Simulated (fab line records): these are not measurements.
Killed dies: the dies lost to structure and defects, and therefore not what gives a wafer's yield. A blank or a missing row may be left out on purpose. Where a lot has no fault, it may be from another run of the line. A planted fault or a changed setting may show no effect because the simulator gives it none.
Which tool was responsible? ; flow n5Finfet ; 8 lots, 24 wafers sampled, at 5 steps of a route of 1938

## WHAT THE GAUGES SHOWED, per wafer
N5_BEOL_M4_RC_MEAS_101. Usual: DIBL_N 36.0 mV/V, standard deviation 2.5; DIBL_P 36.7 mV/V, standard deviation 3; IOFF_N 0.16 nA/um, standard deviation 0.043; IOFF_P 0.21 nA/um, standard deviation 0.049; ION_N 673 uA/um, standard deviation 15; ION_P 461 uA/um, standard deviation 9.8; SS_N 71.5 mV/dec, standard deviation 0.83; SS_P 73.4 mV/dec, standard deviation 0.83; VT_N 250 mV, standard deviation 4; VT_P -251 mV, standard deviation 4.
lot;measured;on;DIBL_N (mV/V);DIBL_P (mV/V);IOFF_N (nA/um);IOFF_P (nA/um);ION_N (uA/um);ION_P (uA/um);SS_N (mV/dec);SS_P (mV/dec);VT_N (mV);VT_P (mV);flag
L473;day 7 17:22;prober-01;32.1 33.0 31.8;33.7 33.8 33.3;0.12 0.14 0.12;0.18 0.18 0.17;657 671 663;456 459 459;70.5 71.7 70.7;72.6 72.8 72.1;254 254 252;-254 -254 -250;
L475;day 8 12:34;prober-02;36.6 38.3 34.3;37.3 38.7 34.4;0.18 0.20 0.13;0.19 0.22 0.16;697 686 676;468 459 463;71.9 72.2 70.9;74.1 74.5 73.0;248 247 254;-254 -251 -255;
L480;day 9 20:40;prober-02;30.3 31.6 36.3;32.5 34.5 39.7;0.10 0.12 0.23;0.14 0.16 0.26;645 651 681;441 453 464;71.2 70.9 73.6;71.8 72.6 73.7;256 252 244;-257 -254 -246;
L483;day 10 04:03;prober-02;39.1 37.2 34.3;38.4 37.8 34.9;0.18 0.15 0.12;0.22 0.21 0.18;668 665 651;457 455 456;72.7 71.9 70.4;74.4 73.5 73.3;251 251 254;-251 -252 -255;
L489;day 12 06:11;prober-01;34.1 37.5 33.7;34.3 37.5 34.6;0.12 0.18 0.12;0.15 0.20 0.17;682 693 666;458 462 460;70.1 72.1 71.0;72.9 74.3 73.0;251 249 253;-257 -252 -252;
L490;day 12 12:56;prober-02;34.9 37.1;36.0 38.8;0.14 0.17;0.22 0.26;666 672;462 469;70.3 71.8;73.1 73.2;251 248;-247 -246;
L491;day 13 08:08;prober-02;34.8 27.6;37.1 28.4;0.16 0.07;0.19 0.11;679 649;462 455;71.5 69.4;73.4 71.7;248 258;-252 -257;
L496;day 14 13:20;prober-01;35.6 37.2 35.3;36.6 38.3 36.1;0.14 0.17 0.13;0.17 0.19 0.16;672 683 650;454 463 445;71.1 71.8 70.9;72.9 73.6 73.2;252 251 254;-256 -254 -258;

## WHICH TOOL RAN EACH LOT (tool, then ch and the chambers of the sampled wafers, then the start)
lot;N5_MOL_CONTACT_COAG_VIA_ETCH_46;N5_MOL_CONTACT_COAG_ALD_133;N5_MOL_CONTACT_COAG_ETCHBACK_136;N5_MOL_CONTACT_COAG_STRIP_72
L473;rieDiel-04 ch 0,3, day 5 04:42;aldSin-02 ch 0,2,3, day 5 05:38;rieDiel-05 ch 0,2,3, day 5 05:57;rieDiel-05 ch 0,2,3, day 5 06:06
L475;rieDiel-04 ch 0,1,3, day 5 13:20;aldSin-02 ch 0,1,3, day 5 14:17;rieDiel-04 ch 2,3, day 5 14:36;rieDiel-04 ch 2,3, day 5 14:45
L480;rieDiel-05 ch 0,1, day 6 23:31;aldSin-01 ch 1,2, day 7 00:34;rieDiel-05 ch 0,1, day 7 00:55;rieDiel-05 ch 0,1, day 7 01:04
L483;rieDiel-04 ch 0,1,3, day 7 13:42;aldSin-02 ch 0,2,3, day 7 14:48;rieDiel-06 ch 0,2,3, day 7 15:08;rieDiel-06 ch 0,2,3, day 7 15:17
L489;rieDiel-06 ch 1,2, day 9 04:29;aldSin-01 ch 0,3, day 9 05:23;rieDiel-06 ch 1,3, day 9 05:41;rieDiel-06 ch 1,3, day 9 05:51
L490;rieDiel-06 ch 1,2,3, day 9 09:11;aldSin-02 ch 0,1,2, day 9 10:14;rieDiel-05 ch 1,2, day 9 10:32;rieDiel-05 ch 1,2, day 9 10:42
L491;rieDiel-04 ch 2,3, day 9 17:07;aldSin-02 ch 0,2, day 9 18:36;rieDiel-06 ch 1,3, day 9 18:55;rieDiel-06 ch 1,3, day 9 19:04
L496;rieDiel-06 ch 0,2,3, day 11 01:34;aldSin-01 ch 0,3, day 11 02:43;rieDiel-04 ch 2,3, day 11 03:09;rieDiel-04 ch 2,3, day 11 03:19
- N5_MOL_CONTACT_COAG_VIA_ETCH_46: etches SiO2 in C4F6/O2, target depth 46 nm, overetch 9.2 nm, time 40 s.
- N5_MOL_CONTACT_COAG_ALD_133: deposits SiO2, target thk 5 nm, pulse time 1 s, co reactant pulse time 1 s.
- N5_MOL_CONTACT_COAG_ETCHBACK_136: etches SiO2 in CHF3, target depth 25 nm, time 16.7 s.
- N5_MOL_CONTACT_COAG_STRIP_72: strips in N2/H2.

## AS READ BY THE TOOLS THEMSELVES (means over the sampled wafers that have a number; for cases with no such wafer, the mark the record gives instead)
N5_MOL_CONTACT_COAG_VIA_ETCH_46. Usual: biasW 454.9 W (standard deviation 1.2); drypumpMotorCurrentA 5.7 A (standard deviation 0.42); oesProductAu 0.68 a.u. (standard deviation 0.08); rfFwdPowerW 322.6 W (standard deviation 1); rfVppV 1575 V (standard deviation 36); showerheadPlenumPTorr 2.78 Torr (standard deviation 0.093); throttleValvePct 40.5 % (standard deviation 0.6).
lot;tool;biasW (W);drypumpMotorCurrentA (A);oesProductAu (a.u.);rfFwdPowerW (W);rfVppV (V);showerheadPlenumPTorr (Torr);throttleValvePct (%);flag
L473;rieDiel-04;454.7;5.4;0.78;322.5;1567;2.79;40.4;
L475;rieDiel-04;455.4;5.4;0.72;322.7;1563;2.75;40.1;
L480;rieDiel-05;454.7;5.9;0.73;321.9;1584;2.77;41.3;
L483;rieDiel-04;454.6;5.4;0.69;323.8;1563;2.74;40.1;
L489;rieDiel-06;454.3;5.8;0.62;322.6;1606;2.74;40.4;
L490;rieDiel-06;453.9;6.0;0.66;323.3;1578;2.72;40.2;
L491;rieDiel-04;455.5;5.7;0.70;321.6;1557;2.88;40.6;
L496;rieDiel-06;454.5;6.2;0.74;323.2;1567;2.73;40.3;

N5_MOL_CONTACT_COAG_ALD_133. Usual: heaterPowerW 79 W, standard deviation 7.5; precursorPulseHeightRel 0.999, standard deviation 0.017.
lot;tool;heaterPowerW (W);precursorPulseHeightRel;flag
L473;aldSin-02;77;0.989;
L475;aldSin-02;76;1.008;
L480;aldSin-01;80;0.998;
L483;aldSin-02;76;0.994;
L489;aldSin-01;68;1.016;
L490;aldSin-02;76;0.998;
L491;aldSin-02;77;0.986;
L496;aldSin-01;69;1.004;

N5_MOL_CONTACT_COAG_ETCHBACK_136. Usual: biasW 170.0 W (standard deviation 0.48); drypumpMotorCurrentA 5.7 A (standard deviation 0.44); oesProductAu 0.76 a.u. (standard deviation 0.094); rfFwdPowerW 597.7 W (standard deviation 2.8); rfVppV 519 V (standard deviation 12); showerheadPlenumPTorr 2.34 Torr (standard deviation 0.084); throttleValvePct 18.68 % (standard deviation 0.25).
lot;tool;biasW (W);drypumpMotorCurrentA (A);oesProductAu (a.u.);rfFwdPowerW (W);rfVppV (V);showerheadPlenumPTorr (Torr);throttleValvePct (%);flag
L473;rieDiel-05;169.5;5.5;0.70;596.7;519;2.38;18.87;
L475;rieDiel-04;169.9;5.5;0.88;598.8;517;2.39;18.48;
L480;rieDiel-05;170.0;6.0;0.82;596.5;523;2.32;18.60;
L483;rieDiel-06;169.6;6.2;0.78;600.0;518;2.30;18.72;
L489;rieDiel-06;169.9;6.3;0.81;601.6;506;2.29;18.61;
L490;rieDiel-05;170.2;5.7;0.79;599.2;520;2.39;18.56;
L491;rieDiel-06;170.1;6.2;0.75;598.4;516;2.31;18.80;
L496;rieDiel-04;170.5;5.5;0.81;600.1;515;2.37;18.58;

N5_MOL_CONTACT_COAG_STRIP_72. Usual: drypumpMotorCurrentA 5.7 A, standard deviation 0.44; oesProductAu 0.76 a.u., standard deviation 0.092; rfVppV 59.2 V, standard deviation 1.9; showerheadPlenumPTorr 2.50 Torr, standard deviation 0.087; throttleValvePct 23.6 %, standard deviation 0.37.
lot;tool;drypumpMotorCurrentA (A);oesProductAu (a.u.);rfVppV (V);showerheadPlenumPTorr (Torr);throttleValvePct (%);flag
L473;rieDiel-05;5.5;0.70;60.2;2.52;23.8;
L475;rieDiel-04;5.5;0.87;57.9;2.54;23.2;
L480;rieDiel-05;6.0;0.83;57.1;2.47;23.5;
L483;rieDiel-06;6.2;0.76;59.6;2.47;23.8;
L489;rieDiel-06;6.3;0.80;58.5;2.48;23.7;
L490;rieDiel-05;5.8;0.79;60.3;2.54;23.6;
L491;rieDiel-06;6.2;0.74;59.2;2.48;23.8;
L496;rieDiel-04;5.5;0.79;59.8;2.52;23.3;

## THE ANSWER, worked out from the rows above alone
Rule: a lot counts as off when the mean over its wafers that have a number is more than 3 standard deviations away from the usual mean. A lot without any number at a reading at which 4 lots or more have one is off too. Any other lot the step has rows for is counted as sound. First the gauges in route order, then the tools' own readings, where a lot's mean is used as printed above. At the first step where some lot is off, the reading lying furthest off is the one used; lots without a number count as furthest.
Across all readings shown, no lot is off: no conclusion can be drawn from this.

## WHAT WAS PUT IN BY THE SIMULATOR
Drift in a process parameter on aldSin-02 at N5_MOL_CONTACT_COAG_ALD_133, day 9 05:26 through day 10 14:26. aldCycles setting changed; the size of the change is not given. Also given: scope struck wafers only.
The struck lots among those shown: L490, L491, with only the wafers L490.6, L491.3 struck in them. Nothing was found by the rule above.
